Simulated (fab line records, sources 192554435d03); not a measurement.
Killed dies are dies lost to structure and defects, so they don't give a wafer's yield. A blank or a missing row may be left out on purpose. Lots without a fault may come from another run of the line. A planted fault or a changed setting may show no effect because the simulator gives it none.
Split-lot experiment | flow n5_finfet | 7 lots, 39 wafers read, on a route of 1938 steps

THE SPLIT
At N5_DUMMY_GATE_EXPOSE_12 (exposes mask GATE, target cd 25 nm), the setting dose_mj was moved away from the recipe's 34 on 12 of the 39 wafers read, by -6.9% to +6.6%. The other wafers ran this setting at the recipe's value.

FROM THE SPLIT TO THE READING: what the file shows between them, 2 steps
- N5_DUMMY_GATE_PEB_13: peb time 60 s
- N5_DUMMY_GATE_DEVELOP_14: develop time 30 s

THE READING
cd_nm, in nm, at N5_DUMMY_GATE_CD_MEAS_15 (target cd 25.8 nm). Fault-free wafers of this fab line usually give 25.02 nm, standard deviation 0.22 nm.

wafer  | tool, chamber at the split | dose_mj as run | against the recipe | cd_nm, nm | against lot-mates on the recipe
L074.1 | euv_scanner-02, 0          | 34             | recipe             | 25.41     | -
L074.4 | euv_scanner-02, 0          | 34             | recipe             | 24.88     | -
L074.6 | euv_scanner-02, 0          | 34             | recipe             | 24.88     | -
L078.1 | euv_scanner-02, 0          | 34             | recipe             | 25.12     | -
L078.2 | euv_scanner-02, 0          | 34             | recipe             | 25.08     | -
L078.3 | euv_scanner-02, 0          | 34             | recipe             | 25.00     | -
L078.4 | euv_scanner-02, 0          | 31.66          | -6.9%              | 26.31     | +1.24
L078.5 | euv_scanner-02, 0          | 31.66          | -6.9%              | 26.76     | +1.69
L078.6 | euv_scanner-02, 0          | 31.66          | -6.9%              | 26.03     | +0.96
L079.1 | euv_scanner-01, 0          | 34             | recipe             | 24.93     | -
L079.2 | euv_scanner-01, 0          | 34             | recipe             | 24.94     | -
L079.3 | euv_scanner-01, 0          | 34             | recipe             | 25.04     | -
L079.4 | euv_scanner-01, 0          | 34             | recipe             | 25.42     | -
L079.5 | euv_scanner-01, 0          | 34             | recipe             | 25.07     | -
L079.6 | euv_scanner-01, 0          | 34             | recipe             | 25.22     | -
L082.1 | euv_scanner-02, 0          | 34             | recipe             | 25.20     | -
L082.2 | euv_scanner-02, 0          | 34             | recipe             | 24.70     | -
L082.3 | euv_scanner-02, 0          | 33.08          | -2.7%              | 25.47     | +0.54
L082.4 | euv_scanner-02, 0          | 33.08          | -2.7%              | 25.18     | +0.25
L082.5 | euv_scanner-02, 0          | 34             | recipe             | 24.88     | -
L082.6 | euv_scanner-02, 0          | 33.08          | -2.7%              | 25.26     | +0.33
L091.1 | euv_scanner-02, 0          | 35.18          | +3.5%              | 24.59     | -0.42
L091.2 | euv_scanner-02, 0          | 34             | recipe             | 24.88     | -
L091.3 | euv_scanner-02, 0          | 35.18          | +3.5%              | 24.74     | -0.27
L091.4 | euv_scanner-02, 0          | 34             | recipe             | 25.03     | -
L091.5 | euv_scanner-02, 0          | 35.18          | +3.5%              | 24.49     | -0.52
L091.6 | euv_scanner-02, 0          | 34             | recipe             | 25.13     | -
L094.1 | euv_scanner-01, 0          | 34             | recipe             | 25.06     | -
L094.2 | euv_scanner-01, 0          | 34             | recipe             | 25.04     | -
L094.3 | euv_scanner-01, 0          | 36.25          | +6.6%              | 24.36     | -0.64
L094.4 | euv_scanner-01, 0          | 36.25          | +6.6%              | 23.72     | -1.28
L094.5 | euv_scanner-01, 0          | 34             | recipe             | 24.91     | -
L094.6 | euv_scanner-01, 0          | 36.25          | +6.6%              | 23.78     | -1.22
L095.1 | euv_scanner-02, 0          | 34             | recipe             | 24.97     | -
L095.2 | euv_scanner-02, 0          | 34             | recipe             | 24.98     | -
L095.3 | euv_scanner-02, 0          | 34             | recipe             | 24.77     | -
L095.4 | euv_scanner-02, 0          | 34             | recipe             | 25.09     | -
L095.5 | euv_scanner-02, 0          | 34             | recipe             | 24.94     | -
L095.6 | euv_scanner-02, 0          | 34             | recipe             | 25.22     | -

THE FIT
A straight line over all 39 wafers: cd_nm changes by -0.168 nm for each +1% of dose_mj; r = -0.92; the points scatter about the line by 0.21 nm.
The same after taking each lot's own level away (the mean of its wafers on the recipe; 39 wafers): -0.166 nm for each +1%; r = -0.93; scatter 0.2 nm.
On that fit, the largest move of dose_mj shifts the reading by 1.1 nm.
The lots' own levels span 24.927 to 25.103 nm, that is 0.8 times the standard deviation above.
So the lot-to-lot level changes the slope little: the two slopes agree.
Check: with one of the wafers moved furthest among these (-6.9%) left out of the fit, the line predicts +1.15 nm for it against its lot-mates. It came out at +1.24 nm against them.

OTHER SPLITS ON THESE WAFERS
These wafers also went through other splits before the reading. Each is held against what the fit with the lots' levels taken away leaves over:
other split on the same wafers | wafers away from the commonest value | r with cd_nm (lot level and that fit taken away)
N5_FIN_CUT_ETCH_21 time_s      | 15                                   | -0.16

THE FILE'S OWN FIT
cd_nm changes by -0.166 nm for each +1% of dose_mj, r = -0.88.
